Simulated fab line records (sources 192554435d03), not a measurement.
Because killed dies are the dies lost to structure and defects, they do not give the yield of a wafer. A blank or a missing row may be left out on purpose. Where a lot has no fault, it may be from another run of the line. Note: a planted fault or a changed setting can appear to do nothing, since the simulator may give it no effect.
Split-lot study | flow n5_finfet | 39 wafers read across 7 lots, on a route 1938 steps long

## THE SPLIT ITSELF
At N5_BEOL_M2_ALD_98 (deposits SiO2, target thk 2.5 nm, pulse time 1 s, co reactant pulse time 1 s), the setting ald_cycles was moved away from the recipe's 17 on 15 of the 39 wafers read, by -52.9% to -29.4%. For the rest of the wafers, this setting stayed at what the recipe calls for.

The reading is taken at the split's own step.

## THE READING
SiO2_of_BEOL_M2_ALD_98.thk_nm (the simulator's own value, which no gauge read), in nm, at N5_BEOL_M2_ALD_98 (deposits SiO2, target thk 2.5 nm, pulse time 1 s, co reactant pulse time 1 s). No usual value for it is given in the file. Here, 24 wafers ran the recipe; their average is 2.4 nm with a standard deviation of 0.087 nm.

wafer  | tool, chamber at the split | ald_cycles as run | against the recipe | SiO2_of_BEOL_M2_ALD_98.thk_nm, nm | against lot-mates on the recipe
L077.1 | ald_sin-01, 2,1,2          | 8                 | -52.9%             | 1.2                               | -1.2
L077.2 | ald_sin-01, 2,1,2          | 8                 | -52.9%             | 1.2                               | -1.2
L077.5 | ald_sin-01, 2,1,2          | 8                 | -52.9%             | 1.2                               | -1.2
L077.3 | ald_sin-01, 0,3,1          | 17                | recipe             | 2.4                               | -
L077.4 | ald_sin-01, 0,3,1          | 17                | recipe             | 2.4                               | -
L077.6 | ald_sin-01, 0,3,1          | 17                | recipe             | 2.4                               | -
L076.1 | ald_sin-01, 0,1            | 17                | recipe             | 2.4                               | -
L076.6 | ald_sin-01, 0,1            | 17                | recipe             | 2.4                               | -
L076.2 | ald_sin-01, 3,2            | 9                 | -47.1%             | 1.4                               | -1.1
L076.4 | ald_sin-01, 3,2            | 9                 | -47.1%             | 1.4                               | -1.1
L076.3 | ald_sin-01, 1              | 17                | recipe             | 2.6                               | -
L076.5 | ald_sin-01, 0              | 9                 | -47.1%             | 1.2                               | -1.3
L079.1 | ald_sin-02, 3,0,2          | 17                | recipe             | 2.4                               | -
L079.3 | ald_sin-02, 3,0,2          | 17                | recipe             | 2.4                               | -
L079.6 | ald_sin-02, 3,0,2          | 17                | recipe             | 2.4                               | -
L079.2 | ald_sin-02, 1,2,1          | 9                 | -47.1%             | 1.4                               | -1.0
L079.4 | ald_sin-02, 1,2,1          | 9                 | -47.1%             | 1.4                               | -1.0
L079.5 | ald_sin-02, 1,2,1          | 9                 | -47.1%             | 1.4                               | -1.0
L078.1 | ald_sin-02, 2,0,3          | 12                | -29.4%             | 1.8                               | -0.7
L078.5 | ald_sin-02, 2,0,3          | 12                | -29.4%             | 1.8                               | -0.7
L078.6 | ald_sin-02, 2,0,3          | 12                | -29.4%             | 1.8                               | -0.7
L078.2 | ald_sin-02, 0,1            | 17                | recipe             | 2.4                               | -
L078.4 | ald_sin-02, 0,1            | 17                | recipe             | 2.4                               | -
L078.3 | ald_sin-02, 3              | 17                | recipe             | 2.6                               | -
L082.1 | ald_sin-01, 2,3            | 17                | recipe             | 2.4                               | -
L082.6 | ald_sin-01, 2,3            | 17                | recipe             | 2.4                               | -
L082.4 | ald_sin-01, 1              | 17                | recipe             | 2.6                               | -
L087.1 | ald_sin-02, 1,3,3          | 17                | recipe             | 2.4                               | -
L087.2 | ald_sin-02, 1,3,3          | 17                | recipe             | 2.4                               | -
L087.5 | ald_sin-02, 1,3,3          | 17                | recipe             | 2.4                               | -
L087.3 | ald_sin-02, 0,2,2          | 17                | recipe             | 2.6                               | -
L087.4 | ald_sin-02, 0,2,2          | 17                | recipe             | 2.6                               | -
L087.6 | ald_sin-02, 0,2,2          | 17                | recipe             | 2.6                               | -
L096.1 | ald_sin-03, 1,0,3          | 12                | -29.4%             | 1.8                               | -0.6
L096.2 | ald_sin-03, 1,0,3          | 12                | -29.4%             | 1.8                               | -0.6
L096.4 | ald_sin-03, 1,0,3          | 12                | -29.4%             | 1.8                               | -0.6
L096.3 | ald_sin-03, 2,3,2          | 17                | recipe             | 2.4                               | -
L096.5 | ald_sin-03, 2,3,2          | 17                | recipe             | 2.4                               | -
L096.6 | ald_sin-03, 2,3,2          | 17                | recipe             | 2.4                               | -
Rows listing several chambers each stand for several wafers; the file does not say which wafer went through which chamber.

THE FIT
A straight line over all 39 wafers: SiO2_of_BEOL_M2_ALD_98.thk_nm changes by +0.0231 nm for each +1% of ald_cycles; r = +0.99; the points scatter about the line by 0.077 nm.
The same after taking each lot's own level away (the mean of its wafers on the recipe; 39 wafers): +0.0225 nm for each +1%; r = +0.99; scatter 0.074 nm.
On that fit, the largest move of ald_cycles shifts the reading by 1.2 nm.
The span of the lots' own levels, 2.40 to 2.50 nm, comes to 1.2 times the standard deviation stated above.
Hence the lot-to-lot level has little effect on the slope; both slopes agree.
Check: with one of the wafers moved furthest among these (-52.9%) left out of the fit, the line predicts -1.19 nm for it against its lot-mates. Against them it came out at -1.2 nm.

## ADDITIONAL SPLITS CARRIED BY THESE WAFERS
Before the reading, these wafers also passed through other splits. Each is held against what the fit with the lots' levels taken away leaves over:
other split on the same wafers          | wafers away from the commonest value | r with SiO2_of_BEOL_M2_ALD_98.thk_nm (lot level and that fit taken away)
N5_HKMG_FIN_ALD_71 ald_cycles           | 9                                    | +0.02
N5_BEOL_M0_SAQP_HM_DEP_111 target_thk_a | 15                                   | -0.16

## FILE'S OWN FIT
SiO2_of_BEOL_M2_ALD_98.thk_nm changes by +0.0224 nm for each +1% of ald_cycles, r = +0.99.
